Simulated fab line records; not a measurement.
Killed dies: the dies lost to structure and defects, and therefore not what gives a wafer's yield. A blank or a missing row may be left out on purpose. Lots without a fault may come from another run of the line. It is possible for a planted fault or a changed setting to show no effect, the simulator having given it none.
Which of the tools did it? | flow nand harc | 18 wafers from 6 lots sampled at 4 of the route's 1159 steps

== WHAT THE GAUGES SHOWED, per wafer ==
NHARC_END_SORT_01.
lot  | measured     | on        | killed open
L741 | day 20 17:07 | prober-02 | 2 4 5
L753 | day 23 15:26 | prober-02 | 5 4 1
L758 | day 24 11:26 | prober-02 | 2 2 7

== TOOL THAT RAN EACH LOT (tool first, then ch and the chambers of the sampled wafers, then the start) ==
lot  | NHARC_A_WL_FILL_RTA_01           | NHARC_A_WL_FILL_ALD_10           | NHARC_A_WL_FILL_ETCHBACK_26
L737 | rtp anneal-01 ch 0, day 15 06:04 | ald hk-02 ch 0,1,2, day 15 19:48 | rie si-02 ch 1,2,3, day 16 05:28
L740 | rtp anneal-02 ch 0, day 15 10:19 | ald hk-01 ch 0,1,2, day 15 19:29 | rie si-04 ch 0,1,2, day 16 05:28
L741 | rtp anneal-01 ch 0, day 16 05:58 | ald hk-03 ch 1,2,3, day 16 19:19 | rie si-04 ch 0,1,3, day 17 05:35
L742 | rtp anneal-01 ch 0, day 17 09:31 | ald hk-02 ch 1,2,3, day 17 19:17 | rie si-06 ch 1,3, day 18 05:20
L753 | rtp anneal-01 ch 0, day 19 02:39 | ald hk-01 ch 0,1,3, day 19 13:55 | rie si-06 ch 1,2, day 19 22:05
L758 | rtp anneal-01 ch 0, day 20 07:25 | ald hk-02 ch 2,3, day 20 16:36   | rie si-04 ch 0,2,3, day 21 02:29
- NHARC_A_WL_FILL_RTA_01: time 5 s.
- NHARC_A_WL_FILL_ALD_10: deposits SiO2, target thk 50 nm, pulse time 10 s, ald cycles 500.
- NHARC_A_WL_FILL_ETCHBACK_26: etches the open film in HBr, target depth 52 nm, time 13.3 s.

== THE ANSWER, worked out from the rows above alone ==
Rule: the usual values come from the lots themselves. Put in order of their means at a reading, lots are off if they are a third of the lots or fewer, leave a main group of 4 or more, and stand apart from it by a gap of 3 or more times the standard deviation of the main group's means; of several such gaps the widest counts. The tables above print the reading to a certain number of digits; a main group whose means all agree to those digits is not used. Also off: a lot with no number at a reading for which 4 or more lots have one. All remaining lots with rows at the step are treated as sound.
No lot is off at any reading shown: from this, nothing can be told.

== WHAT WAS PUT IN BY THE SIMULATOR ==
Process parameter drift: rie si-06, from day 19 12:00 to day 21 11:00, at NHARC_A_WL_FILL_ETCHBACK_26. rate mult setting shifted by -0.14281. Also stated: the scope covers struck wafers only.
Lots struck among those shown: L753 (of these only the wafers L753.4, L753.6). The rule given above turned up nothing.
